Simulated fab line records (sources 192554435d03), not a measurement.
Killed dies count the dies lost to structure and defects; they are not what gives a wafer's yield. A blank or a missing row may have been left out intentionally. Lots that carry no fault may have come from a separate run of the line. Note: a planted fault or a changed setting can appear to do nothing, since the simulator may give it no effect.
A struck lot beside a sound one    flow n5 finfet    27 out of 1938 route steps
Sound: wafers L993.1, L993.4, L993.5. Struck: wafer L101.2. (L101.4 of the same lot was not struck and is left out.) The cause comes at the end.
Per side, at each step with rows, come the tool, then ch with its chambers, and then its first start. Under that, the readings that differ: sound wafers    struck wafers    difference of the means    sigmas: that difference in standard deviations of wafers without a fault.
alike: a reading whose means differ by less than 2 such deviations, as well as words and numbers matching on both sides. not compared: withheld readings; readings where some wafer has no value; bounds like >300 that might hide an equal value; numbers whose values overlap and for which the record gives no deviation.
A row with sigmas, a row that says differs or no value, or rows on one side alone: a step with any of these is where the two part. Numbers that don't overlap but have no deviation are shown without sigmas and don't part them. A reading that every wafer of one side lacks parts them only if that side has two wafers or more.

first, 4 steps without rows for these wafers: N5_BEOL_M15_STRIP_63 (strips in O2); N5_BEOL_M15_STRIP_64 (strips in O2); N5_BEOL_M15_STRIP_65 (strips in post etch residue remover, time 60 s); N5_BEOL_M15_SRD_66 (time 30 s, dry time 30 s).
N5_BEOL_M15_CD_MEAS_17: the cd target is 360 nm.
  sound on cd sem-01 at day 13 12:55; struck on cd sem-03 at day 16 00:53
  alike: cd nm
then, 1 step without rows for these wafers: N5_BEOL_M15_COAT_56 (time 60 s, resist thk 550 nm).
N5_BEOL_M15_ETCH_57: etches SOC in N2/H2, time 750 s.
  sound on rie diel-06 ch 0,1, day 13 13:01; struck on rie diel-04 ch 0, day 16 01:02
  alike: drypump motor current A, oes product au, rf vpp V, showerhead plenum p Torr, throttle valve pct
  not compared: rf hours counter h
then, 5 steps without rows for these wafers: N5_BEOL_M15_COAT_60 (time 60 s, resist thk 89 nm); N5_BEOL_M15_COAT_22 (resist thk 800 nm); N5_BEOL_M15_EBR_24; N5_BEOL_M15_SOFTBAKE_23 (time 60 s); N5_BEOL_M15_EXPOSE_25 (exposes mask M15, target cd 400 nm).
N5_BEOL_M15_PEB_26: peb time 90 s.
  sound on litho track-02 ch 0, day 13 13:49; struck on litho track-05 ch 0, day 16 01:41
  alike: heater power total W
then, 2 steps without rows for these wafers: N5_BEOL_M15_DEVELOP_27 (develop time 45 s); N5_BEOL_M15_HARDBAKE_32 (time 120 s).
N5_BEOL_M15_CD_MEAS_28: the cd target is 407.6 nm.
  sound on cd sem-02 ch 0, day 13 13:55; struck on cd sem-01 ch 0, day 16 01:49
  alike: cd nm
N5_BEOL_M15_OVL_MEAS_29:
  sound on overlay-02 ch 0, day 13 13:57; struck on overlay-02 ch 0, day 16 01:50
  alike: M15_OVL
N5_BEOL_M15_INSPECT_30: inspects for defects (macro).
  sound on defect inspect-02 at day 13 13:58; struck on defect inspect-01 at day 16 01:52
  alike: raw defect count
N5_BEOL_M15_DESCUM_33: chemistry O2, time 7.9 s.
  sound on rie diel-06 ch 1,3, day 13 14:01; struck on rie diel-04 ch 0, day 16 02:17
reading                    sound              struck  difference  sigmas
model.BEOL_M15.cd nm (nm)  411.4 409.8 407.6  412.6   +3.0        
  alike: drypump motor current A, oes product au, rf vpp V, showerhead plenum p Torr, throttle valve pct
  not compared: rf hours counter h
N5_BEOL_M15_ETCH_61: etches BARC in N2/H2, target depth 89 nm, overetch 26.7 nm, time 67.9 s.
  sound on rie diel-06 ch 1,3, day 13 14:02; struck on rie diel-04 ch 0, day 16 02:19
  alike: drypump motor current A, oes product au, rf vpp V, showerhead plenum p Torr, throttle valve pct
  not compared: rf hours counter h
N5_BEOL_M15_TRENCH_ETCH_34: etches SiO2 in C4F8/O2/Ar, target depth 872.93 nm, time 199 s.
  sound on rie diel-06 ch 1,3, day 13 14:06; struck on rie diel-04 ch 0, day 16 02:22
reading                          sound           struck  difference  sigmas
showerhead plenum p Torr (Torr)  3.25 3.46 3.25  3.54    +0.22       +2
  alike: drypump motor current A, oes_o_777_au, oes product au, rf vpp V, throttle valve pct
  not compared: rf hours counter h
N5_BEOL_M15_STRIP_36: strips in O2.
  sound on rie diel-06 ch 1,2,3, day 13 15:35; struck on rie diel-04 ch 3, day 16 06:26
reading                          sound           struck  difference  sigmas
showerhead plenum p Torr (Torr)  2.02 2.01 2.10  2.23    +0.19       +3
  alike: drypump motor current A, oes product au, rf vpp V, throttle valve pct
  not compared: rf hours counter h
N5_BEOL_M15_STRIP_62: strips in O2.
  sound on rie diel-06 ch 1,2,3; struck on rie diel-04 ch 3
reading                          sound           struck  difference  sigmas
showerhead plenum p Torr (Torr)  2.01 2.00 2.10  2.23    +0.19       +3
  alike: drypump motor current A, oes product au, rf vpp V, throttle valve pct
  not compared: rf hours counter h
then, 1 step without rows for these wafers: N5_BEOL_M15_STRIP_37 (strips in O2).
N5_BEOL_M15_ETCH_38: etches SiCN in CF4/N2, target depth 106.4 nm, time 120.5 s.
  sound on rie diel-06 ch 1,2,3; struck on rie diel-04 ch 3
reading                          sound              struck  difference  sigmas
rf vpp V (V)                     380.9 378.5 383.1  385.6   +4.8        +3
showerhead plenum p Torr (Torr)  2.15 2.09 2.21     2.34    +0.19       +3
model.BEOL_M15.cd nm (nm)        403.6 403.2 399.2  406.4   +4.4        
  alike: drypump motor current A, oes product au, throttle valve pct
  not compared: rf hours counter h
then, 1 step without rows for these wafers: N5_BEOL_M15_PRECLEAN_39 (cleans in residue remover, time 60 s).
N5_PASSIVATION_PROBE_49:
  rows exist in the record for the sound wafers here (prober-01, day 14 08:20), none for the struck ones

WHERE THEY PART
Earliest at N5_BEOL_M15_TRENCH_ETCH_34; latest, in this record, at N5_PASSIVATION_PROBE_49.

WHY: the cause the simulator had injected
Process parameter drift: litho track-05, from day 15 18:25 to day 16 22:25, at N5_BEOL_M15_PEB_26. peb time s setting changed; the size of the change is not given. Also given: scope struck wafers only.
